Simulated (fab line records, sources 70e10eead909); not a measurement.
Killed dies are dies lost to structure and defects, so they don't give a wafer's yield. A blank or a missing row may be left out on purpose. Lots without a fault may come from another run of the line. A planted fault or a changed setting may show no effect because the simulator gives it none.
fab line records | flow nand_harc
record lots=6 wafers=18 last_day=31
route steps=1302 shown A_ONON_D1@445 A_CHANNEL_HOLE_D1@450 END@1302
lots that met no fault: from a run of the same line without faults
start_h: hours from the record's first day to the start of the lot's first wafer shown | wait_h: hours since the lot's step before | " the same as in the row above | L1.1+2: a row that stands for several wafers | - no value, or no start given | * or withheld: withheld | < > ~ a bound
route shown NAME@n: a module of which the file shows steps, and the number in the route of the first | usual: mean/standard deviation of fault-free wafers | same: alike in all rows | chamber/n: place in a boat | sites: the reading at each site | _std_site: their standard deviation | _edge_site: outer sites' mean less inner sites' | radius_mm: how far each site lies from the wafer's centre | mask NAME#n: copy n | behind: the tool/chamber that last shaped the wafer | hold: why the lot was held/for how many hours/how that ended | device: the transistor (n, p or np) that didn't switch | end of line: the same wafers' tests at the end of the route | a step without rows: its recipe alone | killed: dies lost to structure and defects at the first sort, not the wafer's yield | map: a wafer's dies, x killed, . not, _ none there
set.NAME: the setting as run; set.NAME@STEP: as run at that earlier step | model.NAME: the simulator's own value behind a step, which no gauge read
lots at some steps of the route; a table a step, a row a wafer
services: from which hour (start_h, from the record's first day; less than 0 if before it) a tool's chamber was out of use, for how many hours, and why
## steps
# step NHARC_A_ONON_D1_THK_MEAS_30
# recipe thk_meas_gauge=ellipsometry
# usual thk_nm=997/10
# columns lot.wafer tool chamber start_h wait_h thk_nm
L147.1 film_metro-01 - 192.99 - 978
L147.2 " - " " 981
L147.3 " - " " 977
L149.2 film_metro-01 - 214.21 - 982
L149.4 " - " " 983
L149.6 " - " " 984
L153.2 film_metro-01 - 256.06 - 1014
L153.3 " - " " 1016
L153.6 " - " " 1017
L154.1 film_metro-02 - 267.65 - 992
L154.4 " - " " 992
L154.5 " - " " 993
L155.2 film_metro-01 - 285.72 - 991
L155.3 " - " " 991
L155.4 " - " " 988
L163.3 film_metro-02 - 355.08 - 998
L163.5 " - " " 997
L163.6 " - " " 997
# step NHARC_A_ONON_D1_DEP_33
# recipe target_thk_a=2000 temp_c=400 pressure_torr=6.5 rf_w=900 teos_flow_sccm=161.4 flow_sccm=2650 target_thk_nm=200 gas=O2 material=SiO2
# usual heater_power_w=549/85 throttle_valve_pct=15.7/0.61
# columns lot.wafer tool chamber start_h wait_h heater_power_w throttle_valve_pct
L147.3 pecvd-01 0 193.05 0.1 518 16.2
L147.1 " 1 " " 518 15.1
L147.2 " 2 " " 644 14.8
L149.2 pecvd-04 0 214.35 0.1 473 16.7
L149.4 " 2 " " 579 16.3
L149.6 " 0 " " 484 16.8
L153.2 pecvd-01 1 256.12 0.1 443 15.6
L153.3 " 0 " " 553 16.1
L153.6 " 1 " " 448 15.6
L154.1 pecvd-02 0 267.80 0.1 553 15.8
L154.5 " 2 " " 505 14.9
L154.4 " 0 " " 545 15.5
L155.3 pecvd-02 2 285.77 0.1 538 14.9
L155.2 " 0 " " 548 15.5
L155.4 " 2 " " 552 15.0
L163.3 pecvd-01 1 355.17 0.1 442 15.2
L163.5 " 1 " " 451 15.1
L163.6 " 2 " " 603 15.0
# step NHARC_A_ONON_D1_THK_MEAS_34
# recipe thk_meas_gauge=ellipsometry
# usual thk_nm=200/3.5
# columns lot.wafer tool chamber start_h wait_h thk_nm
L147.1 film_metro-01 - 193.46 - 195
L147.2 " - " " 203
L147.3 " - " " 194
L149.2 film_metro-02 - 214.68 - 196
L149.4 " - " " 203
L149.6 " - " " 197
L153.2 film_metro-01 - 256.54 - 203
L153.3 " - " " 199
L153.6 " - " " 207
L154.1 film_metro-02 - 268.12 - 196
L154.4 " - " " 198
L154.5 " - " " 201
L155.2 film_metro-02 - 286.18 - 199
L155.3 " - " " 199
L155.4 " - " " 202
L163.3 film_metro-02 - 355.59 - 203
L163.5 " - " " 207
L163.6 " - " " 204
# step NHARC_A_ONON_D1_INSPECT_32
# usual raw_defect_count=72/23
# columns lot.wafer tool chamber start_h wait_h raw_defect_count
L147.1 defect_inspect-01 - 193.53 0.0 95
L147.2 " - " " 110
L147.3 " - " " 89
L149.2 defect_inspect-01 - 214.76 0.0 69
L149.4 " - " " 67
L149.6 " - " " 47
L153.2 defect_inspect-01 - 256.60 0.0 62
L153.3 " - " " 77
L153.6 " - " " 69
L154.1 defect_inspect-02 - 268.21 0.0 105
L154.4 " - " " 68
L154.5 " - " " 104
L155.2 defect_inspect-01 - 286.27 0.0 70
L155.3 " - " " 80
L155.4 " - " " 84
L163.3 defect_inspect-02 - 355.68 0.0 41
L163.5 " - " " 61
L163.6 " - " " 62
# step NHARC_A_CHANNEL_HOLE_D1_DEP_00
# recipe target_thk_a=31000 temp_c=400 material=aC
# usual throttle_valve_pct=35.000/0.0096
# columns lot.wafer tool chamber start_h wait_h throttle_valve_pct
L147.1 acl_dep-02 0 194.21 0.7 35.005
L147.2 " 0 " " 35.011
L147.3 " 0 " " 35.012
L149.2 acl_dep-03 0 216.05 1.3 35.001
L149.4 " 0 " " 35.014
L149.6 " 0 " " 35.006
L153.2 acl_dep-02 0 260.12 3.5 34.982
L153.3 " 0 " " 34.992
L153.6 " 0 " " 35.009
L154.1 acl_dep-01 0 268.27 0.1 35.008
L154.4 " 0 " " 35.009
L154.5 " 0 " " 34.998
L155.2 acl_dep-01 0 287.66 1.4 34.999
L155.3 " 0 " " 35.004
L155.4 " 0 " " 35.003
L163.3 acl_dep-01 0 356.37 0.7 35.001
L163.5 " 0 " " 34.998
L163.6 " 0 " " 34.987
# step NHARC_A_CHANNEL_HOLE_D1_DEP_01
# recipe target_thk_a=1400 target_thk_nm=140 temp_c=400 pressure_torr=3.5 flow_sccm=200 rf_w=350 material=SiON
# usual heater_power_w=747/85
# columns lot.wafer tool chamber start_h wait_h heater_power_w
L147.2 pecvd-04 0 196.14 1.3 622
L147.3 " 1 " " 732
L147.1 " 2 " " 867
L149.2 pecvd-04 1 217.70 1.3 741
L149.6 " 0 " " 739
L149.4 " 2 " " 812
L153.2 pecvd-01 1 261.77 1.3 698
L153.3 " 1 " " 708
L153.6 " 2 " " 916
L154.1 pecvd-03 1 270.20 1.6 743
L154.5 " 0 " " 778
L154.4 " 1 " " 734
L155.3 pecvd-04 0 289.29 1.0 580
L155.2 " 2 " " 702
L155.4 " 1 " " 774
L163.3 pecvd-04 1 357.71 1.0 707
L163.5 " 0 " " 666
L163.6 " 1 " " 725
# step NHARC_A_CHANNEL_HOLE_D1_DEHYDRATE_02
# recipe temp_c=150 time_s=120
# step NHARC_A_CHANNEL_HOLE_D1_HMDS_03
# recipe time_s=30
# step NHARC_A_CHANNEL_HOLE_D1_COAT_36
# recipe temp_c=260 time_s=75
# step NHARC_A_CHANNEL_HOLE_D1_COAT_37
# recipe temp_c=225 time_s=65
# step NHARC_A_CHANNEL_HOLE_D1_COAT_04
# recipe spin_rpm=1500 resist_thk_nm=90
# step NHARC_A_CHANNEL_HOLE_D1_SOFTBAKE_05
# recipe temp_c=105 time_s=55
# usual heater_power_total_W=188.46/0.15 plate_temp_C=104.97/0.13
# columns lot.wafer tool chamber start_h wait_h heater_power_total_W plate_temp_C
L147.1 litho_track-04 0 196 - 188.28 104.93
L147.2 " 0 " " 188.42 105.04
L147.3 " 0 " " 188.72 104.95
L149.2 litho_track-01 0 217 - 188.37 104.83
L149.4 " 0 " " 188.45 104.72
L149.6 " 0 " " 188.36 104.83
L153.2 litho_track-01 0 262 - 175.51 99.75
L153.3 " 0 " " 175.77 99.70
L153.6 " 0 " " 175.42 99.58
L154.1 litho_track-06 0 270 - 188.34 104.98
L154.4 " 0 " " 188.53 104.90
L154.5 " 0 " " 188.50 105.01
L155.2 litho_track-01 0 289 - 175.41 99.55
L155.3 " 0 " " 175.40 99.40
L155.4 " 0 " " 175.86 99.60
L163.3 litho_track-04 0 357 - 188.42 105.12
L163.5 " 0 " " 188.39 104.75
L163.6 " 0 " " 188.57 104.89
# step NHARC_A_CHANNEL_HOLE_D1_EBR_06
# step NHARC_END_SORT_01
# recipe temp_c=25
# usual killed_at_array=59/20 killed_at_other=0.8/1.1 killed_at_periphery=5/3.1 killed_dies=64/21 killed_open=3.4/1.9 killed_short=2.3/1.7
# same gross_dies=677
# columns lot.wafer tool chamber start_h wait_h killed_at_array killed_at_other killed_at_periphery killed_dies killed_open killed_short
L153.2 prober-02 0 635.31 2.8 64 0 2 66 1 3
L153.3 prober-02 0 636.12 3.1 56 0 4 60 2 0
L153.6 prober-02 0 638.55 4.0 58 0 3 61 2 0
L154.1 prober-02 0 645.56 2.5 39 1 4 44 5 0
L154.4 prober-02 0 647.96 3.4 70 0 5 75 2 5
L154.5 prober-02 0 648.76 3.7 46 0 0 46 3 2
L155.2 prober-01 0 675.26 2.8 68 0 1 69 2 2
L155.3 prober-01 0 676.06 3.1 69 3 2 74 5 4
L155.4 prober-01 0 676.85 3.4 80 0 3 83 4 1
# killed by level:class
L153.2 A_CHANNEL_HOLE_D1:chamber_film_flake=30 A_CHANNEL_HOLE_D2:chamber_film_flake=14 A_CONTACT:chamber_film_flake=10 A_WL_FILL:chamber_film_flake=3 A_DECK1_JOINT:chamber_film_flake=2 P_CONTACT:geometric_particle:short=1 A_ONON_D2:geometric_particle:short=1 A_ONON_D2:geometric_particle:open=1
L153.3 A_CHANNEL_HOLE_D1:chamber_film_flake=31 A_CHANNEL_HOLE_D2:chamber_film_flake=13 A_CONTACT:chamber_film_flake=5 A_SLIT:chamber_film_flake=3 P_GATE:chamber_film_flake=2 A_WL_FILL:chamber_film_flake=2 P_CONTACT:geometric_particle:open=1 A_ONON_D2:geometric_particle:open=1
L153.6 A_CHANNEL_HOLE_D1:chamber_film_flake=33 A_CHANNEL_HOLE_D2:chamber_film_flake=13 A_CONTACT:chamber_film_flake=6 A_BONDPAD:chamber_film_flake=3 P_M2:geometric_particle:open=1 A_SOURCE_PLATE:geometric_particle:open=1 P_ZERO_WELL:chamber_film_flake=1 P_GATE:chamber_film_flake=1
L154.1 A_SLIT:chamber_film_flake=23 A_CHANNEL_HOLE_D2:chamber_film_flake=7 A_ONON_D1:geometric_particle:open=2 P_STI:chamber_film_flake=2 A_CHANNEL_HOLE_D1:chamber_film_flake=2 P_CONTACT:geometric_particle:open=1 A_CHANNEL_FILL_D1:geometric_particle:open=1 A_M1:geometric_particle:open=1
L154.4 A_SLIT:chamber_film_flake=29 A_CHANNEL_HOLE_D2:chamber_film_flake=17 A_M1:chamber_film_flake=7 A_ZERO_WELL:chamber_film_flake=4 A_CONTACT:chamber_film_flake=4 P_ZERO_WELL:chamber_film_flake=3 A_CHANNEL_HOLE_D1:chamber_film_flake=3 A_DECK1_JOINT:geometric_particle:short=2
L154.5 A_SLIT:chamber_film_flake=20 A_CHANNEL_HOLE_D2:chamber_film_flake=6 A_CONTACT:chamber_film_flake=5 A_CHANNEL_HOLE_D1:chamber_film_flake=4 A_ONON_D1:geometric_particle:open=2 A_M1:chamber_film_flake=2 A_ONON_D1:geometric_particle:short=1 A_CHANNEL_FILL_D1:geometric_particle:short=1
L155.2 A_SLIT:chamber_film_flake=31 A_CHANNEL_HOLE_D1:chamber_film_flake=23 A_CHANNEL_HOLE_D2:unspecified=2 A_STAIRCASE:chamber_film_flake=2 A_WL_FILL:chamber_film_flake=2 A_M1:chamber_film_flake=2 A_ONON_D1:geometric_particle:open=1 A_ONON_D2:geometric_particle:short=1
L155.3 A_CHANNEL_HOLE_D1:chamber_film_flake=33 A_SLIT:chamber_film_flake=19 A_CONTACT:chamber_film_flake=4 P_M0:geometric_particle:open=2 A_SGD_CUT:geometric_particle:short=2 A_CHANNEL_HOLE_D2:chamber_film_flake=2 A_M1:chamber_film_flake=2 THIN_TSV:chamber_film_flake=2
L155.4 A_CHANNEL_HOLE_D1:chamber_film_flake=35 A_SLIT:chamber_film_flake=32 A_CHANNEL_FILL_D2:chamber_film_flake=2 A_STAIRCASE:chamber_film_flake=2 A_CONTACT:chamber_film_flake=2 A_M1:chamber_film_flake=2 P_CONTACT:geometric_particle:open=1 P_M0:geometric_particle:short=1
## services
# columns tool chamber start_h hours kind
pecvd-02 1 176.22 12.1 repair
litho_track-06 - 179.00 7.0 pm
pecvd-03 - 185.00 13.0 pm
acl_dep-01 - 192.41 13.0 pm
litho_track-04 - 203.00 7.0 pm
pecvd-01 - 216.12 1.3 repair
pecvd-02 - 227.41 13.0 pm
pecvd-03 1 230.68 21.7 repair
pecvd-03 2 237.38 6.5 repair
acl_dep-02 - 246.81 13.0 pm
pecvd-04 2 248.93 13.7 repair
pecvd-01 0 259.65 29.5 repair
pecvd-04 - 269.16 13.0 pm
pecvd-04 0 269.16 13.0 vent_cycle
pecvd-04 1 269.16 13.0 vent_cycle
pecvd-04 2 269.16 13.0 vent_cycle
pecvd-04 0 282.16 - clean
pecvd-04 1 282.16 - clean
acl_dep-03 - 303.09 13.0 pm
pecvd-01 - 311.25 13.0 pm
pecvd-02 1 314.16 11.0 repair
pecvd-02 0 322.43 4.2 repair
litho_track-01 - 330.01 7.0 pm
litho_track-06 - 354.01 7.0 pm
## key
first_sign step=NHARC_A_CHANNEL_HOLE_D1_SOFTBAKE_05 reading=heater_power_total_W direction=down sigmas=88 usual=* struck=*
effect step=NHARC_A_CHANNEL_HOLE_D1_SOFTBAKE_05 reading=plate_temp_C direction=down sigmas=41 usual=* struck=*
met_at NHARC_A_CHANNEL_HOLE_D1_SOFTBAKE_05
struck_wafers L153.2,L153.3,L153.6,L155.2,L155.3,L155.4
tester_left_out L153,L155
onset_between 217 262
fault kind=process_parameter_drift tool=litho_track-01 chamber=- onset_h=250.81 steps=NHARC_A_CHANNEL_HOLE_D1_SOFTBAKE_05 channel=temp_c offset=* shape=step end_h=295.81 acts_in=* stated=*
# tester_left_out: of these lots the tester's yield and bins aren't shown, on N5 and GAA mostly nor the transistor test; their killed dies are dies lost to structure and defects alone, not to doping, threshold or leakage, so they don't give the yield
